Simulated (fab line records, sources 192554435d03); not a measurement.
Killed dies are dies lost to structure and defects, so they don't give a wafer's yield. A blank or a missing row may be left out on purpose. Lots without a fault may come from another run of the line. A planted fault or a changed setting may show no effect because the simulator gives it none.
Problem report in the 8D (eight disciplines) form, filled by code | flow n5_finfet | the parts of the form that need people (team, actions taken, sign-off) are left out

1. THE PROBLEM
run_length_s at N5_BEOL_M12_ETCH_68 reads a mean of 417.4 s on 1 wafer of 1 lot; wafers without a fault read 308.5 s with a standard deviation of 0.41. That is +99 or more standard deviations from the usual mean.
The step: etches SOC in N2/H2, time 285 s.
First seen on wafer L619.6, day 13 13:13, on rie_diel-01. The record holds 30 wafers of 10 lots with a number at this step. Rule for "out", or "out of limits": more than 4 standard deviations from the usual mean. The other wafers with a number count as sound.

2. WHAT IT IS AND WHAT IT IS NOT
question                    | is                | is not
which readings at this step | run_length_s      | drypump_motor_current_A, oes_product_au, rf_fwd_power_W, rf_vpp_V, showerhead_plenum_p_Torr, temp_c, throttle_valve_pct
which lots                  | L619              | L610, L611, L612, L613, L618, L627, L628, L629, L632
which wafers of those lots  | L619.6            | L619.1, L619.3
read on which tools         | rie_diel-01       | rie_diel-02, rie_diel-05
when                        | from day 13 13:13 | up to then (14 sound wafers); but 15 sound wafers of L618, L627, L628, L629, L632 came after

3. SUSPECTS, AND WHAT RULES EACH OUT
Counting: a tool at a process step up to the reading stays a suspect if it ran every lot that is out. Sound lots after the first of them don't rule it out here, since some wafers of a struck lot are sound.
- rie_diel-01 at N5_BEOL_M12_ETCH_67 (etches SiARC in CF4, target depth 143 nm, time 238.3 s): kept. It ran the lot that is out, L619 (day 13 13:04); its last sound lot up to then is L613 (day 12 08:38).
- rie_diel-01 at N5_BEOL_M12_ETCH_68 (etches SOC in N2/H2, time 285 s): kept. It ran the lot that is out, L619 (day 13 13:13); its last sound lot up to then is L613 (day 12 08:47). Its own readings are out on those wafers: run_length_s.
- Within rie_diel-01 at N5_BEOL_M12_ETCH_67: the wafers that are out ran in chamber 0; their sound lot-mates ran in chambers 1, 3.
- Within rie_diel-01 at N5_BEOL_M12_ETCH_68: the wafers that are out ran in chamber 0; their sound lot-mates ran in chambers 1, 3.
Left after counting: rie_diel-01 at N5_BEOL_M12_ETCH_67, rie_diel-01 at N5_BEOL_M12_ETCH_68.

4. THE CAUSE (what the simulator had put in)
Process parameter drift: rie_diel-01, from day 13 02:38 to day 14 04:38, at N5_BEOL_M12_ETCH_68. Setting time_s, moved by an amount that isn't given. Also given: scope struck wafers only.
Counting left 2 suspects, and this tool is among them.

5. THE CHAIN OF EFFECTS, in route order
Each row: a reading whose mean over the struck wafers that have a number lies more than 3 standard deviations from the usual. Only readings for which the record gives a usual standard deviation are gone through. hours: the time from each lot's start at the first step in this table that gives one to its start at this step, as a median over the lots. sigmas: the change in usual standard deviations.
hours | step                | reading      | usual   | on struck wafers | change | sigmas
0     | N5_BEOL_M12_ETCH_68 | run_length_s | 308.5 s | 417.4            | +108.9 | +99 or more
The process steps in it:
- N5_BEOL_M12_ETCH_68: etches SOC in N2/H2, time 285 s.

6. WHAT WOULD HAVE CAUGHT IT SOONER
In this record the first reading out of limits was taken at day 13 13:13, 11 hours after the fault began at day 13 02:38.
